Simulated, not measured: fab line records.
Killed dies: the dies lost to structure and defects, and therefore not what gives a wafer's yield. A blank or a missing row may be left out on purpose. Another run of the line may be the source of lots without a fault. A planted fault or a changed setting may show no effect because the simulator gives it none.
Struck lot and sound lot, side by side + flow nand_harc + 40 out of 1302 route steps
Sound: wafers L638.3, L638.4, L638.6. Struck: wafer L649.3. (L649.2, L649.4 of the same lot were not struck and are left out.) The cause comes at the end.
Per side, at each step with rows, come the tool, then ch with its chambers, and then its first start. Under that, the readings that differ: sound wafers + struck wafers + difference of the means + sigmas: that difference in standard deviations of wafers without a fault.
alike: words and numbers the same on both sides, and readings whose means are apart by under 2 such deviations; not compared: readings that were withheld, readings missing a value for some wafer, numbers with overlapping values and no deviation given by the record, and bounds like >300 which may hide the same value.
The two part at a step that has a row with sigmas, a row that says differs or no value, or rows on one side only. When numbers do not overlap yet have no deviation, they are printed without sigmas and do not part them. A reading that every wafer of one side lacks parts them only if that side has two wafers or more.

NHARC_P_CONTACT_ETCH_35: etches the open film in CF4, target depth 39 nm, time 65 s.
  sound on rie_diel-12 ch 0,2,3, day 6 00:43; struck on rie_diel-07 ch 1, day 10 15:11
| reading                     | sound             | struck | difference | sigmas |
|-----------------------------|-------------------|--------|------------|--------|
| drypump_motor_current_A (A) | 5.7 5.9 6.3       | 5.0    | -1.0       | -2     |
| oes_product_au (a.u.)       | 1.023 1.001 1.032 | 0.988  | -0.031     | -2     |
  alike: rf_vpp_V, showerhead_plenum_p_Torr, throttle_valve_pct
  not compared: rf_hours_counter_h
then, 4 steps without rows for these wafers: NHARC_P_CONTACT_ETCH_36 (etches the open film in N2/H2, target depth 260 nm, time 406.25 s); NHARC_P_CONTACT_ETCH_18 (etches the open film in C4F8/O2/Ar, target depth 481 nm, time 240.5 s); NHARC_P_CONTACT_STRIP_37 (strips in C4F8/O2/Ar); NHARC_P_CONTACT_ETCH_31 (etches the open film in CH3F/O2, target depth 30 nm, time 85.7 s).
NHARC_P_CONTACT_CD_MEAS_19:
  sound: cd_sem-02 at day 6 01:31; struck: cd_sem-02 at day 10 15:59
  alike: cd_nm
then, 6 steps without rows for these wafers: NHARC_P_CONTACT_STRIP_28 (strips in O2); NHARC_P_CONTACT_STRIP_29 (strips in post etch residue remover, time 1200 s); NHARC_P_CONTACT_DEGAS_38 (time 60 s); NHARC_P_CONTACT_PRE_CLEAN_39 (time 19.5 s); NHARC_P_CONTACT_PVD_32 (deposits Ti, target thk 5 nm, time 17.7 s); NHARC_P_CONTACT_ALD_22 (deposits TiN, target thk 3 nm, pulse time 1 s, ald cycles 150).
NHARC_P_CONTACT_CVD_23: deposits W, target thk 200 nm, time 557 s.
  sound on cvd_w-02 ch 0,1, day 6 02:52; struck on cvd_w-01 ch 0, day 10 17:08
| reading                  | sound       | struck | difference | sigmas |
|--------------------------|-------------|--------|------------|--------|
| heater_power_outer_w (W) | 298 269 296 | 244    | -44        | -2     |
  alike: heater_power_w, throttle_valve_pct
then, 12 steps without rows for these wafers: NHARC_P_CONTACT_CMP_24 (polishes, t overpolish 30 s, target thk 200 nm); NHARC_P_CONTACT_SRD_26; NHARC_P_M0_DEP_00 (deposits SiOC, target thk 150 nm); NHARC_P_M0_DEHYDRATE_01 (time 120 s); NHARC_P_M0_HMDS_02 (time 30 s); NHARC_P_M0_COAT_33 (time 65 s); NHARC_P_M0_COAT_03 (resist thk 90 nm); NHARC_P_M0_SOFTBAKE_04 (time 55 s); NHARC_P_M0_EBR_05; NHARC_P_M0_EXPOSE_06 (exposes mask P M0, target cd 90 nm); NHARC_P_M0_PEB_07 (peb time 65 s); NHARC_P_M0_DEVELOP_08 (develop time 35 s).
NHARC_P_M0_CD_MEAS_09 targets a cd of 90 nm.
  sound on cd_sem-02 ch 0, day 6 04:40; struck on cd_sem-02 ch 0, day 10 19:05
  alike: cd_nm
NHARC_P_M0_OVL_MEAS_10: pitch 180 nm.
  sound: overlay-02 at day 6 04:45; struck: overlay-02 at day 10 19:11
  alike: overlay_x_nm, overlay_y_nm
NHARC_P_M0_DESCUM_14: chemistry O2, time 3 s.
  sound on rie_diel-06 ch 0,3, day 6 04:51; struck on rie_diel-13 ch 0, day 10 19:16
  alike: drypump_motor_current_A, oes_product_au, rf_vpp_V, showerhead_plenum_p_Torr, throttle_valve_pct
  not compared: rf_hours_counter_h
then, 2 steps without rows for these wafers: NHARC_P_M0_ETCH_34 (etches the open film in N2/H2, target depth 40 nm, overetch 12 nm, time 43.94 s); NHARC_P_M0_ETCH_15 (etches the open film in C4F8/Ar, target depth 150 nm, overetch 15 nm, time 82.5 s).
NHARC_P_M0_CD_MEAS_16:
  sound: cd_sem-03 at day 6 05:09; struck: cd_sem-02 at day 10 19:35
  alike: cd_nm
then, 2 steps without rows for these wafers: NHARC_P_M0_STRIP_18 (strips in N2/H2); NHARC_P_M0_STRIP_19 (strips in post etch residue remover, time 600 s).
NHARC_P_M0_DEGAS_28: time 60 s.
  sound: pvd_sputter-03 at day 6 05:47; struck: pvd_sputter-03 at day 10 20:11
  alike: heater_power_w
then, 1 step without rows for these wafers: NHARC_P_M0_PRE_CLEAN_29 (time 30 s).
NHARC_P_M0_PVD_20: deposits TaN, target thk 5 nm, time 8.06 s.
  sound on pvd_sputter-03; struck on pvd_sputter-03
  alike: throttle_valve_pct
NHARC_P_M0_PVD_21: deposits Cu, target thk 30 nm, time 20.49 s.
  sound on pvd_sputter-03; struck on pvd_sputter-03
  alike: throttle_valve_pct
then, 2 steps without rows for these wafers: NHARC_P_M0_ECD_22 (material Cu, target thk 400 nm); NHARC_P_M0_ANNEAL_30 (time 90 s).
-- break in the record here, with 18 days between the starts of the struck wafers on either side (left off in module P_M0, picked up again in module END, where the first step shown is number 1302 on the route) --
NHARC_END_SORT_01:
  at this point the record logs the struck wafers (prober-02 ch 0, day 29 05:59) and has no rows for the sound ones

WHERE THEY PART
Last at NHARC_END_SORT_01 as far as this record goes, first at NHARC_P_CONTACT_ETCH_35.

WHY: whatever the simulator had introduced
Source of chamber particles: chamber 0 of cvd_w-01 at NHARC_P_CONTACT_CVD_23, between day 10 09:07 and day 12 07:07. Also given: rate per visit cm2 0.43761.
